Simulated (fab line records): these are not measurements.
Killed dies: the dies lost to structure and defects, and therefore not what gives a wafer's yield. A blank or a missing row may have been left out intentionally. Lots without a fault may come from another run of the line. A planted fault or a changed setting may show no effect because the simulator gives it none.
A lot that was struck, set against a sound lot | flow n5-finfet | 38 steps out of a route of 1938
Sound: wafers L820.2, L820.3, L820.4. Wafers L825.2, L825.3, L825.6 were the ones struck. At the end, the cause is stated.
For every step that has rows: the tool of each side, followed by ch and its chambers, followed by its first start. Under that, the readings that differ: sound wafers | struck wafers | difference of the means | sigmas: that difference in standard deviations of wafers without a fault.
alike: readings with means less than 2 such deviations apart, plus words and numbers identical on both sides. not compared: withheld readings, readings lacking a value on some wafer, bounds such as >300 that could conceal the same value, and numbers that have no deviation in the record and whose values overlap.
Wherever a step has rows on one side only, a row that says differs or no value, or a row with sigmas, the two part there. When numbers do not overlap yet have no deviation, they are printed without sigmas and do not part them. Lack of a reading on every wafer of one side parts them only where that side has two or more wafers.

first, 9 steps without rows for these wafers: N5_BEOL_M10_PEB_26 (peb time 60 s); N5_BEOL_M10_DEVELOP_27 (develop time 30 s); N5_BEOL_M10_DESCUM_33 (chemistry O2, time 7.9 s); N5_BEOL_M10_ETCH_65 (etches SiARC in CF4, target depth 39 nm, time 65 s); N5_BEOL_M10_ETCH_66 (etches SOC in N2/H2, target depth 120 nm, overetch 24 nm, time 180 s); N5_BEOL_M10_STRIP_69 (strips in N2/H2); N5_BEOL_M10_VIA_ETCH_34 (etches SiCOH lowk in C4F6/O2, target depth 184.5 nm, time 69.2 s); N5_BEOL_M10_STRIP_73 (strips in C4F6/O2); N5_BEOL_M10_STRIP_36 (strips in N2/H2).
N5_BEOL_M10_TRENCH_ETCH_37: etches SiCOH lowk in C4F6/O2, target depth 148.83 nm, time 48 s.
  sound on rie-diel-04 ch 0,1,3, day 14 20:29; struck on rie-diel-04 ch 0,3, day 16 11:15
  reading                                     | sound             | struck            | difference | sigmas
  run-length-s (s)                            | 71.0 71.2 70.7    | 60.1 59.3 59.4    | -11.4      | -24
  time-s (s)                                  | 48 48 48          | 33.6 33.6 33.6    | -14.4      |
  model.etch.depth-nm (nm)                    | 146.8 150.2 142.8 | 103.4 101.7 103.4 | -43.8      |
  model.BEOL_M10.feature-depth-nm (nm)        | 146.8 150.2 142.8 | 103.4 101.8 103.4 | -43.7      |
  model.TiN_of_BEOL_M10_HM_DEP_02.thk-nm (nm) | 15.8 15.8 16      | 17 17.4 17.2      | +1         |
  alike: drypump-motor-current-A, oes-product-au, rf-vpp-V, showerhead-plenum-p-Torr, throttle-valve-pct
  not compared: rf-hours-counter-h
then, 2 steps without rows for these wafers: N5_BEOL_M10_ETCH_41 (etches SiCN in CH3F/O2, target depth 42.6 nm, time 86 s); N5_BEOL_M10_STRIP_77 (strips in N2/H2, time 10 s).
N5_BEOL_M10_OCD_MEAS_38:
  sound: ocd-01 at day 14 20:40; struck: ocd-02 at day 16 11:26
  reading              | sound       | struck      | difference | sigmas
  trench-depth-nm (nm) | 146 150 143 | 104 102 104 | -43        | -12
then, 13 steps without rows for these wafers: N5_BEOL_M10_HM_STRIP_39 (strips TiN in peroxide tin strip, target depth 25 nm, time 158 s); N5_BEOL_M10_SRD_40 (time 30 s); N5_BEOL_M10_PRECLEAN_42 (cleans in residue remover, time 60 s); N5_BEOL_M10_SRD_43 (time 30 s); N5_BEOL_M10_CURE_72 (cures SiCOH lowk, time 120 s); N5_BEOL_M10_DEGAS_44 (time 60 s); N5_BEOL_M10_PRE_CLEAN_45 (time 30 s); N5_BEOL_M10_ALD_74 (deposits TaN, target thk 2 nm, pulse time 2 s, purge time 3 s); N5_BEOL_M10_SURFACE_TREAT_76; N5_BEOL_M10_CVD_75 (deposits Co from CCTBA/H2, target thk 2 nm, time 138.9 s); N5_BEOL_M10_SPUTTER_48 (material Cu, target thk 12 nm, time 2 s); N5_BEOL_M10_ECD_50 (material Cu, target thk 318 nm); N5_BEOL_M10_ANNEAL_51 (time 90 s).
N5_BEOL_M10_CMP_52: polishes, stops on SiCOH lowk, t overpolish 7 s, target thk 140 nm.
  sound on cmp-01 ch 0,1,2, day 14 22:52; struck on cmp-03 ch 0,1,2, day 16 13:47
  reading                                 | sound             | struck         | difference | sigmas
  model.Cu_of_BEOL_M10_ECD_50.thk-nm (nm) | 137.4 141.2 135.4 | 94.2 93.2 92.4 | -44.7      |
  alike: edge-zone-pressure-frac, head-pressure-psi, motor-current-A
N5_BEOL_M10_THK_MEAS_53: measures by xrf.
  sound: film-metro-02 at day 14 23:10; struck: film-metro-02 at day 16 14:01
  reading      | sound       | struck   | difference | sigmas
  M10_THK (nm) | 139 143 137 | 95 94 93 | -46        | -11
then, 2 steps without rows for these wafers: N5_BEOL_M10_PRE_CLEAN_55 (time 15 s); N5_BEOL_M10_DEP_56 (deposits SiCN from 3MS/NH3, target thk 15 nm, time 26.5 s).
N5_BEOL_M10_RS_MEAS_57: measures by four-point-probe.
  sound: film-metro-01 at day 14 23:17; struck: film-metro-02 at day 16 14:09
  reading         | sound             | struck            | difference | sigmas
  M10_RS (ohm/sq) | 0.154 0.149 0.157 | 0.236 0.239 0.241 | +0.085     | +17
then, 5 steps without rows for these wafers: N5_BEOL_M11_ILD_DEP_00 (deposits SiCOH lowk from DEMS/porogen, target thk 308.51 nm, time 58 s); N5_BEOL_M11_CURE_71 (cures SiCOH lowk, time 240 s); N5_BEOL_M11_PECVD_70 (deposits SiO2 from TEOS/O2, target thk 20 nm, time 22.7 s); N5_BEOL_M11_HM_DEP_02 (deposits TiN, target thk 20 nm); N5_BEOL_M11_COAT_59 (time 60 s, resist thk 100 nm).
N5_BEOL_M15_RC_MEAS_101:
  the record has rows for the sound wafers here (prober-01 ch 0, day 16 10:29) and none for the struck ones
N5_PASSIVATION_PROBE_49:
  sound wafers here have rows in the record (prober-02, day 17 11:13); struck ones have none

== WHERE THEY PART ==
Last at N5_PASSIVATION_PROBE_49 as far as this record goes, first at N5_BEOL_M10_TRENCH_ETCH_37.

WHY: whatever the simulator had introduced
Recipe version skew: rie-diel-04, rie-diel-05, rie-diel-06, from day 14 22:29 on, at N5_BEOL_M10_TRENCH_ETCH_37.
